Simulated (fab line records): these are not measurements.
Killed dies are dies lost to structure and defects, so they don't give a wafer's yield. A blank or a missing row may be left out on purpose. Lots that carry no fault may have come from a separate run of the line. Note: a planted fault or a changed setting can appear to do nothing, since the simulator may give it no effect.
fab line records	flow n5-finfet
record: lots: 9	wafers: 27	last-day: 18
route steps=1938 shown GATE_CUT@506 MOL_CONTACT_COAG@532 BEOL_M4@1111 PASSIVATION@1936
lots untouched by any fault: they come from a run of this same line in which no faults occurred
start-h: start of the lot's first displayed wafer, in hours after the record's first day	wait-h: hours since the lot's step before	" same as the row above	L1.1+2: a row that stands for several wafers	- no value, or no start was given	* or withheld: withheld	< > ~ a bound
route shown NAME@n: NAME is a module with steps in the file, n the number in the route of the first one	usual: average and standard deviation across the fault-free wafers	same: alike in all rows	chamber/n: place in a boat	sites: each site's reading	_std_site: how widely they spread, as a standard deviation	_edge_site: mean of outer sites minus mean of inner sites	radius-mm: how far each site lies from the wafer's centre	mask NAME#n: copy n	behind: the most recent tool/chamber to have shaped the wafer	hold: reason for holding the lot/hours on hold/outcome of the hold	device: whichever transistor did not switch (one of n, p or np)	end of line: tests run on the same wafers once the route is complete	step lacking rows: just its recipe	killed: not the wafer's yield, but the dies lost to structure and defects at the first sort	map: shows each die of a wafer: x if killed, . if not, _ if none is there
set.NAME: the setting the step ran with; set.NAME@STEP: the setting that earlier step ran with	model.NAME: the simulator's own value behind a step, which no gauge read
route steps across a sampled set of lots; one table per step, one row per wafer
services: from which hour (start-h, from the record's first day; less than 0 if before it) a tool's chamber was out of use, for how many hours, and why
== steps ==
step: N5_GATE_CUT_VAPOR_ETCH_51
recipe: chemistry: BCl3/Cl2	target: HfO2	mode: isotropic
usual: drypump-motor-current-A: 5.3/0.44	oes-product-au: 0.76/0.11
lot.wafer	tool	chamber	start-h	wait-h	drypump-motor-current-A	oes-product-au
L810.2	rie-metal-01	1	89.71	0.0	6.3	0.68
L810.3	"	0	"	"	5.7	0.81
L810.6	"	1	"	"	6.3	0.68
L811.3	rie-metal-03	1	90.31	0.0	4.9	0.69
L811.4	"	0	"	"	4.9	0.90
L811.6	"	0	"	"	4.9	0.91
L814.3	rie-metal-02	0	110.27	0.0	5.3	0.66
L814.4	"	1	"	"	5.7	0.57
L814.5	"	0	"	"	5.3	0.66
L820.4	rie-metal-03	0	145.07	0.0	4.9	0.88
L820.5	"	0	"	"	4.9	0.90
L820.6	"	1	"	"	4.9	0.69
L823.3	rie-metal-01	1	161.67	0.0	6.3	0.67
L823.5	"	1	"	"	6.3	0.67
L823.6	"	0	"	"	5.7	0.79
L825.1	rie-metal-01	1	173.34	0.0	6.3	0.66
L825.4	"	1	"	"	6.3	0.67
L825.6	"	1	"	"	6.4	0.67
L829.1	rie-metal-02	1	196.58	0.1	5.6	0.88
L829.3	"	1	"	"	5.6	0.89
L829.5	"	1	"	"	5.6	0.89
L831.2	rie-metal-03	0	217.26	0.0	4.9	0.86
L831.4	"	1	"	"	4.9	0.68
L831.6	"	1	"	"	4.9	0.67
L833.4	rie-metal-02	1	220.87	0.0	5.6	0.89
L833.5	"	0	"	"	5.3	0.64
L833.6	"	1	"	"	5.7	0.88
step: N5_GATE_CUT_STRIP_21
recipe: chemistry: N2/H2	time-s: 30	power-w: 1000	temp-c: 250	pressure-mtorr: withheld	n2-flow-sccm: 1750	h2-flow-sccm: 3250
usual: drypump-motor-current-A: 6.3/0.36	heater-power-w: 340/29
lot.wafer	tool	chamber	start-h	wait-h	drypump-motor-current-A	heater-power-w	rf-hours-counter-h
L810.2	plasma-asher-01	1	89.76	0.0	6.8	298	42
L810.3	"	0	"	"	6.0	369	-
L810.6	"	1	"	"	6.8	297	-
L811.3	plasma-asher-01	1	90.37	0.1	6.8	300	-
L811.4	"	0	"	"	6.0	369	-
L811.6	"	1	"	"	6.8	297	-
L814.3	plasma-asher-02	1	110.33	0.1	5.9	321	-
L814.4	"	0	"	"	6.5	368	-
L814.5	"	1	"	"	5.9	323	-
L820.4	plasma-asher-01	1	145.13	0.1	6.8	301	-
L820.5	"	0	"	"	6.0	375	-
L820.6	"	1	"	"	6.8	296	-
L823.3	plasma-asher-02	1	161.73	0.1	5.9	340	-
L823.5	"	1	"	"	5.9	328	-
L823.6	"	0	"	"	6.5	359	-
L825.1	plasma-asher-01	0	173.39	0.0	6.0	371	58
L825.4	"	0	"	"	6.0	365	-
L825.6	"	1	"	"	6.8	300	-
L829.1	plasma-asher-01	1	196.66	0.1	6.8	299	61
L829.3	"	0	"	"	6.0	362	-
L829.5	"	1	"	"	6.8	306	-
L831.2	plasma-asher-02	0	217.31	0.0	6.5	361	111
L831.4	"	0	"	"	6.5	369	-
L831.6	"	0	"	"	6.5	361	-
L833.4	plasma-asher-01	0	220.93	0.1	6.0	370	-
L833.5	"	1	"	"	6.8	296	-
L833.6	"	0	"	"	6.0	368	-
step: N5_GATE_CUT_ALD_22
recipe: material: SiNx	target-thk-a: 160	temp-c: 400	ald-precursor-family: SiH2I2	ald-co-reactant: N2/H2-plasma	pulse-time-s: 1	ald-cycles: 320	purge-time-s: 2	co-reactant-purge-time-s: 2	pressure-torr: 2
usual: heater-power-w: 843/96	precursor-pulse-height-rel: 1.000/0.02
same: co-reactant-purge-time-s: 2	pulse-time-s: 1
lot.wafer	tool	chamber	start-h	wait-h	heater-power-w	precursor-pulse-height-rel
L810.2	ald-sin-01	2	90.06	0.2	804	0.959
L810.3	"	3	"	"	889	0.984
L810.6	"	0	"	"	947	1.016
L811.3	ald-sin-01	1	91.52	1.1	843	0.986
L811.4	"	3	"	"	934	1.026
L811.6	"	0	"	"	935	1.005
L814.3	ald-sin-01	0	110.47	0.0	950	0.977
L814.4	"	1	"	"	873	1.016
L814.5	"	0	"	"	982	0.970
L820.4	ald-sin-04	1	145.26	0.0	898	1.007
L820.5	"	3	"	"	683	0.983
L820.6	"	0	"	"	932	1.018
L823.3	ald-sin-03	1	161.87	0.0	684	0.992
L823.5	"	2	"	"	880	0.994
L823.6	"	3	"	"	844	1.034
L825.1	ald-sin-01	1	173.54	0.0	885	1.000
L825.4	"	2	"	"	796	0.990
L825.6	"	2	"	"	813	1.034
L829.1	ald-sin-04	1	196.82	0.0	897	0.975
L829.3	"	0	"	"	939	1.027
L829.5	"	2	"	"	746	0.997
L831.2	ald-sin-03	0	217.47	0.0	911	0.995
L831.4	"	3	"	"	853	0.976
L831.6	"	2	"	"	892	0.999
L833.4	ald-sin-01	0	221.06	0.0	921	1.009
L833.5	"	2	"	"	847	0.983
L833.6	"	3	"	"	942	1.016
step: N5_MOL_CONTACT_COAG_ETCH_106
recipe: chemistry: N2/H2	target: SOC	target-depth-a: 800	overetch-a: 160	mask-material: SiARC	temp-c: 40	time-s: 120	ion-energy-ev: 200	pressure-mtorr: 30	source-w: 840	bias-w: 150	n2-flow-sccm: 200	h2-flow-sccm: 200
usual: drypump-motor-current-A: 5.7/0.48	oes-product-au: 0.68/0.065	rf-fwd-power-W: 835.7/2.8	rf-vpp-V: 523.6/2.6	showerhead-plenum-p-Torr: 2.54/0.087	throttle-valve-pct: 17.97/0.21
lot.wafer	tool	chamber	start-h	wait-h	drypump-motor-current-A	oes-product-au	rf-fwd-power-W	rf-hours-counter-h	rf-vpp-V	showerhead-plenum-p-Torr	throttle-valve-pct
L810.2	rie-diel-05	1	93.27	0.0	5.2	0.80	833.7	37	523.2	2.48	17.73
L810.3	"	0	"	"	5.6	0.65	840.3	193	523.3	2.52	17.99
L810.6	"	1	"	"	5.2	0.80	832.2	-	522.3	2.48	17.72
L811.3	rie-diel-02	0	94.55	0.0	5.9	0.61	836.4	229	523.2	2.51	18.10
L811.4	"	1	"	"	5.8	0.77	836.2	48	527.3	2.70	17.99
L811.6	"	0	"	"	5.9	0.61	839.6	-	522.6	2.51	18.12
L814.3	rie-diel-05	2	113.62	0.0	5.1	0.67	837.4	159	522.0	2.43	17.53
L814.4	"	1	"	"	5.2	0.79	833.2	44	522.6	2.48	17.74
L814.5	"	3	"	"	5.9	0.66	837.8	-	519.8	2.44	17.85
L820.4	rie-diel-02	2	149.00	0.0	6.7	0.62	1042.1	233	489.3	2.61	18.16
L820.5	"	2	"	"	6.8	0.62	1042.7	-	489.2	2.62	18.15
L820.6	"	3	"	"	5.4	0.62	1029.9	-	489.5	2.61	18.08
L823.3	rie-diel-02	3	164.90	0.0	5.4	0.61	1034.9	245	489.6	2.61	18.08
L823.5	"	1	"	"	5.8	0.75	1038.8	-	490.8	2.69	18.05
L823.6	"	2	"	"	6.7	0.62	1036.6	-	489.1	2.61	18.17
L825.1	rie-diel-02	3	176.89	0.0	5.4	0.61	1036.3	250	488.9	2.61	18.08
L825.4	"	3	"	"	5.4	0.61	1037.8	-	489.0	2.61	18.08
L825.6	"	2	"	"	6.8	0.61	1040.0	-	489.9	2.61	18.17
L829.1	rie-diel-05	2	199.85	0.0	5.1	0.65	833.6	187	520.7	2.42	17.57
L829.3	"	3	"	"	5.9	0.64	834.1	187	520.4	2.43	17.89
L829.5	"	2	"	"	5.1	0.64	836.4	-	520.6	2.42	17.57
L831.2	rie-diel-05	2	220.73	0.0	5.1	0.64	835.5	194	520.6	2.42	17.59
L831.4	"	3	"	"	5.9	0.63	831.4	-	521.9	2.43	17.90
L831.6	"	0	"	"	5.6	0.62	834.3	-	523.8	2.50	18.07
L833.4	rie-diel-01	2	224.21	0.0	5.1	0.65	831.8	191	523.4	2.53	18.00
L833.5	"	0	"	"	6.3	0.64	842.7	-	523.1	2.51	18.06
L833.6	"	1	"	"	5.2	0.68	832.9	-	521.2	2.44	18.38
step: N5_BEOL_M4_RC_MEAS_101
usual: DIBL_N: 35.8/1.4	DIBL_P: 35.8/1.6	IOFF_N: 0.152/0.021	IOFF_P: 0.204/0.027	ION_N: 672/8.7	ION_P: 461/6.2	RC_DENSE_N: 18.97/0.3	RC_DENSE_P: 23.7/0.38	RC_N: 15.45/0.23	RC_P: 19.3/0.31	SS_N: 71.5/0.54	SS_P: 73.1/0.57	VT_N: 250.0/2.5	VT_P: -250.6/2.7
lot.wafer	tool	chamber	start-h	wait-h	DIBL_N[mV/V]	DIBL_P[mV/V]	IOFF_N[nA/um]	IOFF_P[nA/um]	ION_N[uA/um]	ION_P[uA/um]	RC_DENSE_N[ohm.um]	RC_DENSE_P[ohm.um]	RC_N[ohm.um]	RC_P[ohm.um]	SS_N[mV/dec]	SS_P[mV/dec]	VT_N[mV]	VT_P[mV]
L810.2	prober-01	0	184.26	0.2	35.2	35.6	0.168	0.230	678	466	18.90	23.4	15.44	19.2	71.2	72.4	247.5	-248.2
L810.3	"	0	"	"	33.2	33.7	0.141	0.197	680	463	19.16	24.0	15.46	19.6	70.2	72.3	251.0	-248.5
L810.6	"	0	"	"	34.6	34.7	0.152	0.206	673	463	18.63	23.5	15.19	18.9	71.4	73.0	249.4	-247.2
L811.3	prober-01	0	192.44	0.3	36.7	38.0	0.175	0.212	683	463	18.50	23.2	15.09	19.1	72.8	73.2	251.0	-252.0
L811.4	"	0	"	"	35.8	37.4	0.163	0.192	692	462	18.95	23.7	15.35	19.5	72.6	72.9	249.6	-252.6
L811.6	"	0	"	"	35.3	36.7	0.156	0.185	680	461	19.13	24.0	15.63	19.3	72.0	72.8	250.9	-254.4
L814.3	prober-02	0	199.18	0.3	35.7	36.7	0.159	0.223	679	466	18.77	23.2	15.14	18.9	72.1	73.0	247.3	-249.0
L814.4	"	0	"	"	35.0	35.6	0.147	0.202	667	464	18.97	23.6	15.45	19.2	71.3	72.2	246.3	-247.8
L814.5	"	0	"	"	35.7	37.1	0.171	0.229	686	463	19.21	24.0	15.62	19.4	71.1	72.8	245.7	-248.5
L820.4	prober-01	0	236.61	0.5	35.6	36.9	0.159	0.212	677	463	17.85	22.6	14.88	18.3	71.4	73.7	249.7	-249.1
L820.5	"	0	"	"	34.4	34.9	0.133	0.189	666	458	17.72	22.1	14.52	18.2	71.6	73.2	252.8	-250.6
L820.6	"	0	"	"	34.8	35.8	0.145	0.194	670	453	17.92	22.7	14.58	18.3	71.4	73.6	250.5	-251.1
L823.3	prober-01	0	259.42	0.3	35.2	34.8	0.136	0.169	668	458	17.92	22.2	14.80	18.3	72.1	72.7	252.3	-253.7
L823.5	"	0	"	"	34.9	34.8	0.136	0.170	676	460	18.18	22.4	14.65	18.2	71.7	72.9	252.2	-257.1
L823.6	"	0	"	"	36.1	36.5	0.156	0.200	669	454	17.84	21.8	14.53	18.0	72.7	73.1	248.5	-253.7
L825.1	prober-01	0	269.51	0.0	38.6	36.3	0.179	0.204	674	460	18.38	23.0	15.07	18.8	72.2	73.7	247.4	-250.7
L825.4	"	0	"	"	38.7	37.7	0.189	0.214	680	463	18.34	22.6	14.77	18.5	71.7	73.7	246.5	-251.5
L825.6	"	0	"	"	38.4	36.6	0.187	0.213	679	457	18.24	22.8	14.97	18.5	72.4	74.0	247.7	-249.0
L829.1	prober-02	0	302.21	0.0	34.4	32.6	0.107	0.163	665	465	19.12	24.0	15.55	19.4	71.2	72.1	252.2	-253.7
L829.3	"	0	"	"	37.6	37.1	0.159	0.227	670	465	18.65	23.6	15.23	19.1	71.1	73.9	249.6	-247.9
L829.5	"	0	"	"	36.8	35.8	0.135	0.200	660	457	19.06	23.6	15.52	19.2	72.2	73.2	253.0	-249.8
L831.2	prober-01	0	308.32	0.2	37.1	36.6	0.175	0.236	681	469	19.08	24.0	15.63	19.5	71.5	73.4	250.5	-247.9
L831.4	"	0	"	"	37.5	37.4	0.194	0.260	680	468	18.98	23.7	15.64	19.4	71.4	74.0	246.3	-245.3
L831.6	"	0	"	"	37.0	37.1	0.192	0.255	692	478	19.13	24.0	15.47	19.3	70.6	73.7	244.7	-246.4
L833.4	prober-01	0	309.90	0.5	35.5	34.8	0.152	0.199	663	452	19.07	23.5	15.41	19.4	72.0	72.9	249.4	-251.6
L833.5	"	0	"	"	36.2	35.3	0.175	0.220	669	461	18.95	24.0	15.56	19.6	72.1	72.5	246.1	-247.8
L833.6	"	0	"	"	35.4	34.3	0.147	0.200	670	460	19.61	24.5	15.92	20.0	71.0	72.5	251.8	-249.4
step: N5_PASSIVATION_PROBE_49
usual: defect-limited-yield: 91.6/1.4	killed_at_M0_to_M3: 33/9.7	killed_at_M4_up: 13/5.4	killed-at-contacts: 13/6.6	killed-at-front-end: 36/11	killed-at-other: 3.9/3	killed-dies: 99/16	killed-open: 66/12	killed-short: 32/7.9	sort_bin_5_function: 4.9/0.9	sort_bin_6_memory: 3.2/0.67	sort-n-pass: 1081/16	sort-yield-pct: 91.6/1.4
same: gross-dies: 1180	killed-at-back-side: 0	sort_bin_4_leakage[%]: 0	sort_bin_8_speed[%]: 0
lot.wafer	tool	chamber	start-h	wait-h	defect-limited-yield[%]	killed_at_M0_to_M3	killed_at_M4_up	killed-at-contacts	killed-at-front-end	killed-at-other	killed-dies	killed-open	killed-short	sort_bin_5_function[%]	sort_bin_6_memory[%]	sort-n-pass	sort-yield-pct[%]
L810.2	prober-02	-	292.69	0.1	92.1	24	24	17	23	5	93	59	34	4.1	3.5	1087	92.1
L810.3	prober-02	-	292.74	0.1	91.1	39	28	6	29	3	105	63	40	5.6	2.8	1075	91.1
L810.6	prober-02	-	292.89	0.3	93.3	27	21	5	24	2	79	50	28	3.3	3.1	1101	93.3
L811.3	prober-01	-	302.98	0.1	93.0	21	20	6	28	8	83	52	31	4.6	2.3	1097	93.0
L811.4	prober-01	-	303.03	0.2	91.9	27	24	12	30	2	95	67	28	4.7	3.1	1085	91.9
L811.6	prober-01	-	303.13	0.3	92.7	29	11	12	32	2	86	60	26	4.3	2.8	1094	92.7
L814.3	prober-01	-	309.20	0.5	90.8	37	11	7	54	0	109	67	38	5.4	3.1	1071	90.8
L814.4	prober-01	-	309.25	0.6	91.9	43	9	9	34	1	96	74	21	5.6	2.3	1084	91.9
L814.5	prober-01	-	309.30	0.6	91.1	39	16	11	37	2	105	73	27	6.0	2.6	1075	91.1
L820.4	prober-01	-	340.70	0.2	91.5	31	13	9	38	9	100	58	37	5.0	3.1	1080	91.5
L820.5	prober-01	-	340.75	0.2	92.7	27	23	3	30	3	86	61	22	4.5	2.6	1094	92.7
L820.6	prober-01	-	340.80	0.3	89.9	27	16	8	64	4	119	74	44	6.1	3.8	1061	89.9
L823.3	prober-02	-	364.96	0.1	92.2	26	8	9	44	5	92	64	28	5.2	2.5	1088	92.2
L823.5	prober-02	-	365.06	0.2	91.2	21	18	5	56	4	104	74	28	5.3	3.3	1076	91.2
L823.6	prober-02	-	365.11	0.3	90.3	41	16	10	43	5	115	78	37	5.3	4.3	1065	90.3
L825.1	prober-01	-	369.28	0.0	89.5	46	14	16	46	2	124	77	47	5.7	4.5	1056	89.5
L825.4	prober-01	-	369.43	0.2	88.6	49	29	14	43	0	135	86	49	6.3	4.7	1045	88.6
L825.6	prober-01	-	369.53	0.3	87.5	53	17	24	53	1	148	88	59	7.7	4.2	1032	87.5
L829.1	prober-01	-	406.61	0.0	92.9	27	8	15	33	1	84	65	19	3.9	3.1	1096	92.9
L829.3	prober-01	-	406.71	0.1	92.1	37	8	11	28	9	93	53	40	4.7	2.8	1087	92.1
L829.5	prober-01	-	406.81	0.2	92.9	27	8	11	35	3	84	54	30	4.3	2.5	1096	92.9
L831.2	prober-02	-	420.60	0.1	93.6	25	8	4	37	2	76	51	24	4.0	2.3	1104	93.6
L831.4	prober-02	-	420.70	0.2	90.1	51	7	25	33	1	117	68	47	5.8	3.9	1063	90.1
L831.6	prober-02	-	420.80	0.3	89.8	46	11	8	54	1	120	74	45	5.8	4.2	1060	89.8
L833.4	prober-01	-	421.40	0.2	91.4	34	18	13	30	7	102	67	34	5.3	2.9	1078	91.4
L833.5	prober-01	-	421.45	0.2	91.5	31	11	22	30	6	100	67	33	4.7	3.5	1080	91.5
L833.6	prober-01	-	421.50	0.3	90.9	35	14	22	34	2	107	70	36	5.2	3.9	1073	90.9
killed by level:class
L810.2 MOL_CONTACT_COAG:geometric-particle:open=13 BEOL_M4:geometric-particle:open=12 BEOL_M0_SAQP:geometric-particle:short=9 BEOL_M0_SAQP:geometric-particle:open=8 DUMMY_GATE:geometric-particle:open=5 MOL_CONTACT_COAG:geometric-particle:short=4 BEOL_M4:geometric-particle:short=3 PASS1_CAP:geometric-particle:short=3
L810.3 BEOL_M4:geometric-particle:open=15 BEOL_M0_SAQP:geometric-particle:short=15 BEOL_M0_SAQP:geometric-particle:open=9 STI_FIN_REVEAL:geometric-particle:open=7 BEOL_M2:geometric-particle:open=5 BEOL_M3:geometric-particle:open=5 BEOL_M4:geometric-particle:short=5 FIN_SAQP:geometric-particle:open=4
L810.6 BEOL_M0_SAQP:geometric-particle:short=7 DUMMY_GATE:geometric-particle:open=6 BEOL_M4:geometric-particle:open=6 STI_FIN_REVEAL:geometric-particle:open=4 BEOL_M2:geometric-particle:open=4 BEOL_M7:geometric-particle:open=4 BEOL_M0_SAQP:geometric-particle:open=4 BEOL_M0:geometric-particle:open=4
L811.3 BEOL_M4:geometric-particle:open=8 BEOL_M0_SAQP:geometric-particle:short=8 STI_FIN_REVEAL:geometric-particle:open=8 BEOL_M0_SAQP:geometric-particle:open=6 STI_FIN_REVEAL:geometric-particle:short=5 STARTING-WAFER:geometric-particle:open=5 FIN_SAQP:geometric-particle:open=4 MOL_CONTACT_COAG:geometric-particle:open=4
L811.4 BEOL_M4:geometric-particle:open=11 MOL_CONTACT_COAG:geometric-particle:open=9 BEOL_M0_SAQP:geometric-particle:short=7 FIN_SAQP:geometric-particle:open=5 BEOL_M0_SAQP:geometric-particle:open=5 BEOL_M2:geometric-particle:open=5 BEOL_M3:geometric-particle:open=5 STARTING-WAFER:geometric-particle:short=5
L811.6 MOL_CONTACT_COAG:geometric-particle:open=11 BEOL_M0_SAQP:geometric-particle:short=7 BEOL_M1:geometric-particle:open=7 BEOL_M2:geometric-particle:open=6 FIN_SAQP:geometric-particle:open=5 DUMMY_GATE:geometric-particle:open=5 BEOL_M0:geometric-particle:open=5 FIN_SAQP:geometric-particle:short=4
L814.3 DUMMY_GATE:geometric-particle:open=10 FIN_SAQP:geometric-particle:open=9 BEOL_M0:geometric-particle:short=8 STI_FIN_REVEAL:geometric-particle:open=7 MOL_CONTACT_COAG:geometric-particle:open=7 BEOL_M2:geometric-particle:open=7 GATE_CUT:geometric-particle:short=6 BEOL_M1:geometric-particle:open=6
L814.4 BEOL_M0_SAQP:geometric-particle:open=20 FIN_SAQP:geometric-particle:open=10 STI_FIN_REVEAL:geometric-particle:open=9 BEOL_M1:geometric-particle:open=8 BEOL_M0_SAQP:geometric-particle:short=7 MOL_CONTACT_COAG:geometric-particle:open=6 BEOL_M3:geometric-particle:open=5 FIN_CUT:geometric-particle:short=4
L814.5 DUMMY_GATE:geometric-particle:open=13 BEOL_M0:geometric-particle:short=11 MOL_CONTACT_COAG:geometric-particle:open=10 FIN_SAQP:geometric-particle:open=8 STI_FIN_REVEAL:geometric-particle:open=7 BEOL_M0_SAQP:geometric-particle:open=7 BEOL_M3:geometric-particle:open=6 BEOL_M0_SAQP:geometric-particle:short=5
L820.4 BEOL_M0_SAQP:geometric-particle:open=10 FIN_SAQP:geometric-particle:short=9 BEOL_M0_SAQP:geometric-particle:short=8 MOL_CONTACT_COAG:geometric-particle:open=7 BEOL_M2:geometric-particle:open=6 STARTING-WAFER:geometric-particle:open=6 GATE_CUT:geometric-particle:short=5 STI_FIN_REVEAL:geometric-particle:open=5
L820.5 BEOL_M2:geometric-particle:open=11 BEOL_M4:geometric-particle:open=11 BEOL_M3:geometric-particle:open=7 FIN_SAQP:geometric-particle:open=6 STI_FIN_REVEAL:geometric-particle:open=4 BEOL_M5:geometric-particle:open=4 FIN_SAQP:geometric-particle:short=3 DUMMY_GATE:geometric-particle:open=3
L820.6 FIN_SAQP:geometric-particle:open=16 FIN_SAQP:geometric-particle:short=13 BEOL_M3:geometric-particle:open=9 MOL_CONTACT_COAG:geometric-particle:open=8 BEOL_M1:geometric-particle:open=7 BEOL_M4:geometric-particle:open=7 STI_FIN_REVEAL:geometric-particle:open=7 STARTING-WAFER:geometric-particle:short=7
L823.3 FIN_SAQP:geometric-particle:open=17 BEOL_M2:geometric-particle:open=9 MOL_CONTACT_COAG:geometric-particle:open=7 FIN_SAQP:geometric-particle:short=6 BEOL_M0_SAQP:geometric-particle:open=6 STI_FIN_REVEAL:geometric-particle:open=4 BEOL_M4:geometric-particle:open=4 STARTING-WAFER:geometric-particle:open=4
L823.5 FIN_SAQP:geometric-particle:open=35 FIN_SAQP:geometric-particle:short=7 BEOL_M4:geometric-particle:open=7 BEOL_M5:geometric-particle:open=7 BEOL_M0_SAQP:geometric-particle:short=6 BEOL_M2:geometric-particle:open=5 STI_FIN_REVEAL:geometric-particle:open=5 BEOL_M0_SAQP:geometric-particle:open=5
L823.6 BEOL_M0_SAQP:geometric-particle:short=12 STI_FIN_REVEAL:geometric-particle:open=11 FIN_SAQP:geometric-particle:open=10 BEOL_M0_SAQP:geometric-particle:open=10 MOL_CONTACT_COAG:geometric-particle:open=7 FIN_SAQP:geometric-particle:short=6 BEOL_M1:geometric-particle:short=6 BEOL_M4:geometric-particle:open=6
L825.1 FIN_SAQP:geometric-particle:short=19 MOL_CONTACT_COAG:geometric-particle:open=14 BEOL_M2:geometric-particle:open=12 BEOL_M0_SAQP:geometric-particle:open=11 BEOL_M0_SAQP:geometric-particle:short=8 FIN_SAQP:geometric-particle:open=7 BEOL_M3:geometric-particle:open=7 BEOL_M4:geometric-particle:open=6
L825.4 FIN_SAQP:geometric-particle:short=17 BEOL_M2:geometric-particle:open=14 BEOL_M4:geometric-particle:open=14 MOL_CONTACT_COAG:geometric-particle:open=12 BEOL_M0_SAQP:geometric-particle:short=11 BEOL_M3:geometric-particle:open=9 BEOL_M5:geometric-particle:open=7 STI_FIN_REVEAL:geometric-particle:open=5
L825.6 FIN_SAQP:geometric-particle:short=20 MOL_CONTACT_COAG:geometric-particle:open=19 BEOL_M0_SAQP:geometric-particle:short=14 BEOL_M2:geometric-particle:open=13 BEOL_M0_SAQP:geometric-particle:open=12 STI_FIN_REVEAL:geometric-particle:open=11 FIN_SAQP:geometric-particle:open=9 BEOL_M4:geometric-particle:open=9
L829.1 MOL_CONTACT_COAG:geometric-particle:open=12 STI_FIN_REVEAL:geometric-particle:open=10 BEOL_M3:geometric-particle:open=8 FIN_SAQP:geometric-particle:open=7 BEOL_M0_SAQP:geometric-particle:open=7 BEOL_M0_SAQP:geometric-particle:short=5 FIN_SAQP:geometric-particle:short=3 DUMMY_GATE:geometric-particle:open=3
L829.3 BEOL_M0_SAQP:geometric-particle:open=11 BEOL_M0_SAQP:geometric-particle:short=9 MOL_CONTACT_COAG:geometric-particle:open=9 BEOL_M0:geometric-particle:open=5 STI_FIN_REVEAL:geometric-particle:open=4 STI_FIN_REVEAL:geometric-particle:short=4 BEOL_M3:geometric-particle:short=4 FIN_SAQP:geometric-particle:short=3
L829.5 BEOL_M0_SAQP:geometric-particle:open=9 MOL_CONTACT_COAG:geometric-particle:open=8 FIN_SAQP:geometric-particle:open=7 BEOL_M0_SAQP:geometric-particle:short=7 GATE_CUT:geometric-particle:short=6 STI_FIN_REVEAL:geometric-particle:open=5 BEOL_M2:geometric-particle:open=5 DUMMY_GATE:geometric-particle:open=4
L831.2 BEOL_M0_SAQP:geometric-particle:open=9 FIN_SAQP:geometric-particle:short=7 BEOL_M3:geometric-particle:open=7 FIN_SAQP:geometric-particle:open=6 MOL_CONTACT_COAG:geometric-particle:open=4 STI_FIN_REVEAL:geometric-particle:open=4 STI_FIN_REVEAL:geometric-particle:short=3 GATE_CUT:geometric-particle:short=3
L831.4 MOL_CONTACT_COAG:geometric-particle:open=15 FIN_SAQP:geometric-particle:short=12 BEOL_M0_SAQP:geometric-particle:open=12 MOL_CONTACT_COAG:geometric-particle:short=10 BEOL_M2:geometric-particle:open=10 BEOL_M3:geometric-particle:open=6 BEOL_M0_SAQP:geometric-particle:short=6 BEOL_M1:geometric-particle:open=6
L831.6 STI_FIN_REVEAL:geometric-particle:open=17 BEOL_M3:geometric-particle:open=11 FIN_SAQP:geometric-particle:open=9 BEOL_M0_SAQP:geometric-particle:short=8 BEOL_M0_SAQP:geometric-particle:open=8 STI_FIN_REVEAL:geometric-particle:short=7 MOL_CONTACT_COAG:geometric-particle:open=7 BEOL_M2:geometric-particle:short=7
L833.4 MOL_CONTACT_COAG:geometric-particle:open=13 BEOL_M0_SAQP:geometric-particle:short=12 BEOL_M0_SAQP:geometric-particle:open=9 STI_FIN_REVEAL:geometric-particle:open=8 FIN_SAQP:geometric-particle:open=6 BEOL_M7:geometric-particle:open=6 BEOL_M3:geometric-particle:open=5 BEOL_M4:geometric-particle:open=5
L833.5 MOL_CONTACT_COAG:geometric-particle:open=16 BEOL_M0_SAQP:geometric-particle:short=12 STI_FIN_REVEAL:geometric-particle:open=8 BEOL_M1:geometric-particle:open=8 MOL_CONTACT_COAG:geometric-particle:short=6 GATE_CUT:geometric-particle:short=5 DUMMY_GATE:geometric-particle:open=4 BEOL_M0_SAQP:geometric-particle:open=4
L833.6 MOL_CONTACT_COAG:geometric-particle:open=19 BEOL_M0_SAQP:geometric-particle:short=13 DUMMY_GATE:geometric-particle:open=8 STI_FIN_REVEAL:geometric-particle:open=7 BEOL_M1:geometric-particle:open=7 BEOL_M0_SAQP:geometric-particle:open=6 GATE_CUT:geometric-particle:short=4 BEOL_M3:geometric-particle:open=4
== services ==
tool	chamber	start-h	hours	kind
plasma-asher-02	-	74.07	0.6	repair
rie-diel-02	-	82.84	0.6	repair
ald-sin-04	-	85.77	14.0	pm
rie-diel-01	2	94.27	9.5	repair
plasma-asher-02	-	101.73	0.4	repair
rie-metal-03	-	104.56	0.4	repair
plasma-asher-02	-	108.00	1.7	repair
rie-metal-02	-	116.87	1.4	pm
rie-metal-02	1	119.03	8.3	repair
rie-diel-02	2	123.29	4.0	repair
ald-sin-04	3	151.50	8.4	repair
plasma-asher-02	-	155.59	2.8	pm
plasma-asher-01	-	160.97	1.7	repair
rie-diel-02	0	163.18	3.9	repair
plasma-asher-02	-	176.24	2.3	repair
ald-sin-01	-	178.53	14.0	pm
ald-sin-01	0	178.53	14.0	vent-cycle
ald-sin-01	1	178.53	14.0	vent-cycle
ald-sin-01	2	178.53	14.0	vent-cycle
ald-sin-01	3	178.53	14.0	vent-cycle
plasma-asher-01	-	178.60	14.6	pm
rie-metal-02	0	190.68	15.2	repair
ald-sin-01	0	192.53	-	clean
ald-sin-01	1	192.53	-	clean
== key ==
first-sign: step: N5_MOL_CONTACT_COAG_ETCH_106	reading: rf-fwd-power-W	direction: up	sigmas: 72	usual: *	struck: *
effect: step: N5_MOL_CONTACT_COAG_ETCH_106	reading: rf-vpp-V	direction: down	sigmas: 13	usual: 523.6	struck: 489.5
effect: step: N5_BEOL_M4_RC_MEAS_101	reading: RC_DENSE_P	direction: down	sigmas: 3.3	usual: 23.7	struck: 22.5
effect: step: N5_BEOL_M4_RC_MEAS_101	reading: RC_P	direction: down	sigmas: 3.2	usual: 19.3	struck: 18.4
effect: step: N5_BEOL_M4_RC_MEAS_101	reading: RC_DENSE_N	direction: down	sigmas: 3.1	usual: 18.97	struck: 18.04
effect: step: N5_BEOL_M4_RC_MEAS_101	reading: RC_N	direction: down	sigmas: 3.1	usual: 15.45	struck: 14.75
met-at N5_MOL_CONTACT_COAG_ETCH_106
struck-lots L820,L823,L825
not-acting-at N5_GATE_CUT_VAPOR_ETCH_51,N5_GATE_CUT_STRIP_21,N5_GATE_CUT_ALD_22
onset-between 94.55 149.00
fault: kind: process-parameter-drift	tool: rie-diel-02	chamber: -	onset-h: 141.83	steps: N5_MOL_CONTACT_COAG_ETCH_106	channel: source-w	offset: 201.6	shape: step	end-h: 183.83	acts-in: these-recipes-only	stated: 840
